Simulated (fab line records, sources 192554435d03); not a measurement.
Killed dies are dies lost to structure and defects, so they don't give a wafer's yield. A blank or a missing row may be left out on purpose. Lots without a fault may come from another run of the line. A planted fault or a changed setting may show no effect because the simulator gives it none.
Problem report in the 8D (eight disciplines) form, filled by code | flow n5_finfet | the parts of the form that need people (team, actions taken, sign-off) are left out

1. THE PROBLEM
thk_nm at N5_SD_EPI_N_EPI_MEAS_23 reads a mean of 43.5 nm on 3 wafers of 2 lots; wafers without a fault read 59.4 nm with a standard deviation of 1.1. That is -14 standard deviations from the usual mean.
First seen on wafer L289.4, day 8 20:08, on film_metro-01. The record holds 28 wafers of 10 lots with a number at this step. Rule for "out", or "out of limits": more than 4 standard deviations from the usual mean. The other wafers with a number count as sound.

2. WHAT IT IS AND WHAT IT IS NOT
question                    | is                     | is not
which readings at this step | thk_nm                 | -
which lots                  | L289, L290             | L267, L268, L270, L273, L274, L277, L278, L279
which wafers of those lots  | L289.4, L290.2, L290.4 | L289.5, L289.6, L290.5
read on which gauges        | film_metro-01          | film_metro-02
when                        | from day 8 20:08       | up to then (24 sound wafers); but 1 sound wafer of L290 came after

3. SUSPECTS, AND WHAT RULES EACH OUT
Counting: a tool at a process step up to the reading stays a suspect if it ran every lot that is out. Sound lots after the first of them don't rule it out here, since some wafers of a struck lot are sound.
- the gauge at N5_SD_EPI_N_EPI_MEAS_23: ruled out. All the wafers that are out were read on film_metro-01, but those of them that N5_BEOL_M4_RC_MEAS_101 has rows for are out there too, on other tools.
- epi_rpcvd-01 at N5_SD_EPI_N_EPI_21 (deposits Si:P, time 690 s): kept. It ran every lot that is out, first L289 (day 8 19:16); its last sound lot up to then is L279 (day 6 05:55).
Left after counting: epi_rpcvd-01 at N5_SD_EPI_N_EPI_21.

4. THE CAUSE (what the simulator had put in)
Process parameter drift: epi_rpcvd-01, from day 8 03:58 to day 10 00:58, at N5_SD_EPI_N_EPI_21. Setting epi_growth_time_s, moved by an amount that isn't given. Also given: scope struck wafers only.
Counting left only this tool.

5. THE CHAIN OF EFFECTS, in route order
Each row: a reading whose mean over the struck wafers that have a number lies more than 3 standard deviations from the usual. Only readings for which the record gives a usual standard deviation are gone through. hours: the time from each lot's start at the first step in this table that gives one to its start at this step, as a median over the lots. sigmas: the change in usual standard deviations.
hours | step                        | reading | usual        | on struck wafers | change | sigmas
0     | N5_SD_EPI_N_EPI_MEAS_23     | thk_nm  | 59.4 nm      | 43.5             | -15.9  | -14
6     | N5_SD_ACTIVATION_RS_MEAS_03 | RS_SD_N | 21.81 ohm/sq | 29.99            | +8.18  | +30
129   | N5_BEOL_M4_RC_MEAS_101      | REXT_N  | 75.2 ohm.um  | 85.8             | +10.6  | +6.2
129   | N5_BEOL_M4_RC_MEAS_101      | RS_SD_N | 28.3 ohm/sq  | 38.8             | +10.5  | +30

6. WHAT WOULD HAVE CAUGHT IT SOONER
In this record the first reading out of limits at a measuring or inspecting step was taken at day 8 20:08, 16 hours after the fault began at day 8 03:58.
Of the lots that are out (2), L290 began N5_SD_EPI_N_EPI_21 on epi_rpcvd-01 after day 8 20:08. A hold on the tool at that time would have spared it.
